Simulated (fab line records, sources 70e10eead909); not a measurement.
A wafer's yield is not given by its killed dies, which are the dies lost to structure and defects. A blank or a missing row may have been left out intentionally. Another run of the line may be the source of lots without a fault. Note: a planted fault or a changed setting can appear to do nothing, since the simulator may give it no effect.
A lot that was struck, set against a sound lot | flow nandHarc | 11 out of 1302 route steps
Sound: these wafers, L321.3, L321.4, L321.6. Struck: wafers L329.4, L329.6. (L329.3 of the same lot was not struck and is left out.) The cause comes at the end.
Each step with rows lists, per side, the tool, then ch with its chambers, then its first start. Under that, the readings that differ: sound wafers | struck wafers | difference of the means | sigmas: that difference in standard deviations of wafers without a fault.
alike: readings with means less than 2 such deviations apart, plus words and numbers identical on both sides. not compared: withheld readings, readings lacking a value on some wafer, bounds such as >300 that could conceal the same value, and numbers that have no deviation in the record and whose values overlap.
Wherever a step has rows on one side only, a row that says differs or no value, or a row with sigmas, the two part there. Numbers that don't overlap but have no deviation are shown without sigmas and don't part them. A reading that every wafer of one side lacks parts them only if that side has two wafers or more.

first, 9 steps without rows for these wafers: NHARC_A_STAIRCASE_DEHYDRATE_433 (time 120 s); NHARC_A_STAIRCASE_HMDS_434 (time 30 s); NHARC_A_STAIRCASE_COAT_435; NHARC_A_STAIRCASE_SOFTBAKE_436 (time 170 s); NHARC_A_STAIRCASE_EBR_437; NHARC_A_STAIRCASE_EXPOSE_438 (exposes mask STAIR REV); NHARC_A_STAIRCASE_PEB_439 (peb time 130 s); NHARC_A_STAIRCASE_DEVELOP_440 (time 140 s); NHARC_A_STAIRCASE_HARDBAKE_442 (time 140 s).
NHARC_A_STAIRCASE_DESCUM_443: chemistry O2, time 3 s.
  sound on rieDiel-11 ch 0,1, day 20 03:04; struck on rieDiel-11 ch 1,2, day 24 02:58
  alike: drypumpMotorCurrentA, oesProductAu, rfVppV, showerheadPlenumPTorr, throttleValvePct
  not compared: rfHoursCounterH
NHARC_A_STAIRCASE_ETCH_444: etches the open film in C4F8/O2, target depth 20400 nm, time 6800 s.
  sound on rieDiel-11 ch 0,3, day 20 03:17; struck on rieDiel-11 ch 1,2, day 24 03:31
reading             | sound             | struck      | difference | sigmas
oesProductAu (a.u.) | 0.949 0.934 0.942 | 1.136 1.139 | +0.196     | +13
  alike: rfFwdPowerW, rfVppV
  not compared: rfHoursCounterH

WHERE THEY PART
NHARC_A_STAIRCASE_ETCH_444 only, going by this record.

WHY: the cause the simulator had injected
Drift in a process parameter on rieDiel-11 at NHARC_A_STAIRCASE_ETCH_444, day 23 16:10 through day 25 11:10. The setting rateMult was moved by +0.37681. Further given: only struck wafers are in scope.
